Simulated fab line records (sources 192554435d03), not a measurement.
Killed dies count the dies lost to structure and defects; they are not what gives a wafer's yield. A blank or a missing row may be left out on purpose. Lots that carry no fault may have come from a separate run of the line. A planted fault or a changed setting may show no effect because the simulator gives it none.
Split-lot experiment / flow n5 finfet / 7 lots, 39 wafers read, on a route of 1938 steps

## THE SPLIT
At N5_BEOL_M0_SAQP_ILD_DEP_01 (deposits SiOC from DEMS/O2, target thk 45.419 nm, time 8.7 s), the setting time s was moved away from the recipe's 8.7 s on 15 of the 39 wafers read, by -58.3% to +42.0%. For the rest of the wafers, this setting stayed at what the recipe calls for.

The split's own step is where the reading is taken.

## THE READING
SiOC_of_BEOL_M0_SAQP_ILD_DEP_01.thk nm (the simulator's own value, which no gauge read), in nm, at N5_BEOL_M0_SAQP_ILD_DEP_01 (deposits SiOC from DEMS/O2, target thk 45.419 nm, time 8.7 s). The file gives no usual value for it. Here, 24 wafers ran the recipe; their average is 44.9 nm with a standard deviation of 0.66 nm.

wafer=L075.1; tool, chamber at the split=pecvd-03, 1; time s as run, s=8.7; against the recipe=recipe; SiOC_of_BEOL_M0_SAQP_ILD_DEP_01.thk nm, nm=43.4; against lot-mates on the recipe=-
wafer=L075.2; tool, chamber at the split=pecvd-03, 2; time s as run, s=10.67; against the recipe=+22.6%; SiOC_of_BEOL_M0_SAQP_ILD_DEP_01.thk nm, nm=54; against lot-mates on the recipe=+9.9
wafer=L075.3; tool, chamber at the split=pecvd-03, 0; time s as run, s=10.67; against the recipe=+22.6%; SiOC_of_BEOL_M0_SAQP_ILD_DEP_01.thk nm, nm=54.6; against lot-mates on the recipe=+10.5
wafer=L075.5; tool, chamber at the split=pecvd-03, 0; time s as run, s=10.67; against the recipe=+22.6%; SiOC_of_BEOL_M0_SAQP_ILD_DEP_01.thk nm, nm=54.6; against lot-mates on the recipe=+10.5
wafer=L075.4; tool, chamber at the split=pecvd-03, 1; time s as run, s=8.7; against the recipe=recipe; SiOC_of_BEOL_M0_SAQP_ILD_DEP_01.thk nm, nm=44.8; against lot-mates on the recipe=-
wafer=L075.6; tool, chamber at the split=pecvd-03, 2; time s as run, s=8.7; against the recipe=recipe; SiOC_of_BEOL_M0_SAQP_ILD_DEP_01.thk nm, nm=44; against lot-mates on the recipe=-
wafer=L077.1; tool, chamber at the split=pecvd-02, 2; time s as run, s=8.7; against the recipe=recipe; SiOC_of_BEOL_M0_SAQP_ILD_DEP_01.thk nm, nm=45; against lot-mates on the recipe=-
wafer=L077.2; tool, chamber at the split=pecvd-02, 1,0; time s as run, s=8.7; against the recipe=recipe; SiOC_of_BEOL_M0_SAQP_ILD_DEP_01.thk nm, nm=44.8; against lot-mates on the recipe=-
wafer=L077.6; tool, chamber at the split=pecvd-02, 1,0; time s as run, s=8.7; against the recipe=recipe; SiOC_of_BEOL_M0_SAQP_ILD_DEP_01.thk nm, nm=44.8; against lot-mates on the recipe=-
wafer=L077.3; tool, chamber at the split=pecvd-02, 0; time s as run, s=6.816; against the recipe=-21.7%; SiOC_of_BEOL_M0_SAQP_ILD_DEP_01.thk nm, nm=34.4; against lot-mates on the recipe=-10.5
wafer=L077.4; tool, chamber at the split=pecvd-02, 1; time s as run, s=6.816; against the recipe=-21.7%; SiOC_of_BEOL_M0_SAQP_ILD_DEP_01.thk nm, nm=35.2; against lot-mates on the recipe=-9.7
wafer=L077.5; tool, chamber at the split=pecvd-02, 2; time s as run, s=6.816; against the recipe=-21.7%; SiOC_of_BEOL_M0_SAQP_ILD_DEP_01.thk nm, nm=35.4; against lot-mates on the recipe=-9.5
wafer=L079.1; tool, chamber at the split=pecvd-02, 0; time s as run, s=8.7; against the recipe=recipe; SiOC_of_BEOL_M0_SAQP_ILD_DEP_01.thk nm, nm=44.2; against lot-mates on the recipe=-
wafer=L079.3; tool, chamber at the split=pecvd-02, 2; time s as run, s=8.7; against the recipe=recipe; SiOC_of_BEOL_M0_SAQP_ILD_DEP_01.thk nm, nm=45; against lot-mates on the recipe=-
wafer=L079.4; tool, chamber at the split=pecvd-02, 0; time s as run, s=8.7; against the recipe=recipe; SiOC_of_BEOL_M0_SAQP_ILD_DEP_01.thk nm, nm=44.8; against lot-mates on the recipe=-
wafer=L080.1; tool, chamber at the split=pecvd-04, 1,2; time s as run, s=8.7; against the recipe=recipe; SiOC_of_BEOL_M0_SAQP_ILD_DEP_01.thk nm, nm=44.4; against lot-mates on the recipe=-
wafer=L080.3; tool, chamber at the split=pecvd-04, 1,2; time s as run, s=8.7; against the recipe=recipe; SiOC_of_BEOL_M0_SAQP_ILD_DEP_01.thk nm, nm=44.4; against lot-mates on the recipe=-
wafer=L080.2; tool, chamber at the split=pecvd-04, 0; time s as run, s=3.632; against the recipe=-58.3%; SiOC_of_BEOL_M0_SAQP_ILD_DEP_01.thk nm, nm=18.2; against lot-mates on the recipe=-26.5
wafer=L080.4; tool, chamber at the split=pecvd-04, 1; time s as run, s=8.7; against the recipe=recipe; SiOC_of_BEOL_M0_SAQP_ILD_DEP_01.thk nm, nm=45.2; against lot-mates on the recipe=-
wafer=L080.5; tool, chamber at the split=pecvd-04, 2,0; time s as run, s=3.632; against the recipe=-58.3%; SiOC_of_BEOL_M0_SAQP_ILD_DEP_01.thk nm, nm=18.6; against lot-mates on the recipe=-26.1
wafer=L080.6; tool, chamber at the split=pecvd-04, 2,0; time s as run, s=3.632; against the recipe=-58.3%; SiOC_of_BEOL_M0_SAQP_ILD_DEP_01.thk nm, nm=18.6; against lot-mates on the recipe=-26.1
wafer=L087.1; tool, chamber at the split=pecvd-02, 0; time s as run, s=4.57; against the recipe=-47.5%; SiOC_of_BEOL_M0_SAQP_ILD_DEP_01.thk nm, nm=24.2; against lot-mates on the recipe=-22.0
wafer=L087.5; tool, chamber at the split=pecvd-02, 0; time s as run, s=4.57; against the recipe=-47.5%; SiOC_of_BEOL_M0_SAQP_ILD_DEP_01.thk nm, nm=24.2; against lot-mates on the recipe=-22.0
wafer=L087.2; tool, chamber at the split=pecvd-02, 2; time s as run, s=4.57; against the recipe=-47.5%; SiOC_of_BEOL_M0_SAQP_ILD_DEP_01.thk nm, nm=23.8; against lot-mates on the recipe=-22.4
wafer=L087.3; tool, chamber at the split=pecvd-02, 2; time s as run, s=8.7; against the recipe=recipe; SiOC_of_BEOL_M0_SAQP_ILD_DEP_01.thk nm, nm=46.4; against lot-mates on the recipe=-
wafer=L087.4; tool, chamber at the split=pecvd-02, 0; time s as run, s=8.7; against the recipe=recipe; SiOC_of_BEOL_M0_SAQP_ILD_DEP_01.thk nm, nm=46.2; against lot-mates on the recipe=-
wafer=L087.6; tool, chamber at the split=pecvd-02, 2; time s as run, s=8.7; against the recipe=recipe; SiOC_of_BEOL_M0_SAQP_ILD_DEP_01.thk nm, nm=46; against lot-mates on the recipe=-
wafer=L088.1; tool, chamber at the split=pecvd-02, 0,2; time s as run, s=12.35; against the recipe=+42.0%; SiOC_of_BEOL_M0_SAQP_ILD_DEP_01.thk nm, nm=63.4; against lot-mates on the recipe=+18.3
wafer=L088.2; tool, chamber at the split=pecvd-02, 0,2; time s as run, s=12.35; against the recipe=+42.0%; SiOC_of_BEOL_M0_SAQP_ILD_DEP_01.thk nm, nm=63.4; against lot-mates on the recipe=+18.3
wafer=L088.3; tool, chamber at the split=pecvd-02, 2; time s as run, s=8.7; against the recipe=recipe; SiOC_of_BEOL_M0_SAQP_ILD_DEP_01.thk nm, nm=45.2; against lot-mates on the recipe=-
wafer=L088.4; tool, chamber at the split=pecvd-02, 0; time s as run, s=8.7; against the recipe=recipe; SiOC_of_BEOL_M0_SAQP_ILD_DEP_01.thk nm, nm=45.4; against lot-mates on the recipe=-
wafer=L088.5; tool, chamber at the split=pecvd-02, 0; time s as run, s=8.7; against the recipe=recipe; SiOC_of_BEOL_M0_SAQP_ILD_DEP_01.thk nm, nm=44.8; against lot-mates on the recipe=-
wafer=L088.6; tool, chamber at the split=pecvd-02, 2; time s as run, s=12.35; against the recipe=+42.0%; SiOC_of_BEOL_M0_SAQP_ILD_DEP_01.thk nm, nm=64.6; against lot-mates on the recipe=+19.5
wafer=L094.1; tool, chamber at the split=pecvd-03, 2; time s as run, s=8.7; against the recipe=recipe; SiOC_of_BEOL_M0_SAQP_ILD_DEP_01.thk nm, nm=44.4; against lot-mates on the recipe=-
wafer=L094.2; tool, chamber at the split=pecvd-03, 1; time s as run, s=8.7; against the recipe=recipe; SiOC_of_BEOL_M0_SAQP_ILD_DEP_01.thk nm, nm=44.8; against lot-mates on the recipe=-
wafer=L094.3; tool, chamber at the split=pecvd-03, 0,2; time s as run, s=8.7; against the recipe=recipe; SiOC_of_BEOL_M0_SAQP_ILD_DEP_01.thk nm, nm=45; against lot-mates on the recipe=-
wafer=L094.5; tool, chamber at the split=pecvd-03, 0,2; time s as run, s=8.7; against the recipe=recipe; SiOC_of_BEOL_M0_SAQP_ILD_DEP_01.thk nm, nm=45; against lot-mates on the recipe=-
wafer=L094.4; tool, chamber at the split=pecvd-03, 0,1; time s as run, s=8.7; against the recipe=recipe; SiOC_of_BEOL_M0_SAQP_ILD_DEP_01.thk nm, nm=45.4; against lot-mates on the recipe=-
wafer=L094.6; tool, chamber at the split=pecvd-03, 0,1; time s as run, s=8.7; against the recipe=recipe; SiOC_of_BEOL_M0_SAQP_ILD_DEP_01.thk nm, nm=45.4; against lot-mates on the recipe=-
The file does not say which wafer passed through which chamber wherever a row lists several chambers: such a row stands for several wafers.

FIT RESULTS
A straight line over all 39 wafers: SiOC_of_BEOL_M0_SAQP_ILD_DEP_01.thk nm changes by +0.447 nm for each +1% of time s; r = +1.00; the points scatter about the line by 0.63 nm.
The same after taking each lot's own level away (the mean of its wafers on the recipe; 39 wafers): +0.453 nm for each +1%; r = +1.00; scatter 0.41 nm.
The reading moves by 26 nm for the largest change in time s, on that fit.
The span of the lots' own levels, 44.07 to 46.20 nm, comes to 3.2 times the standard deviation stated above.
The two slopes agree, so the slope changes little with the lot-to-lot level.
Check: for one of the wafers moved furthest among these (-58.3%), held out of the fit, the line's prediction against its lot-mates is -26.5 nm. It came out at -26.5 nm against them.

## FURTHER SPLITS ON THESE WAFERS
Note: prior to the reading, these wafers also went through further splits. Each is held against what the fit with the lots' levels taken away leaves over:
other split on the same wafers=N5_DUMMY_GATE_ETCH_32 time s; wafers away from the commonest value=12; r with SiOC_of_BEOL_M0_SAQP_ILD_DEP_01.thk nm (lot level and that fit taken away)=-0.20
other split on the same wafers=N5_SDB_ETCH_25 time s; wafers away from the commonest value=12; r with SiOC_of_BEOL_M0_SAQP_ILD_DEP_01.thk nm (lot level and that fit taken away)=+0.17

## FILE'S OWN FIT
SiOC_of_BEOL_M0_SAQP_ILD_DEP_01.thk nm changes by +0.454 nm for each +1% of time s, r = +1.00.
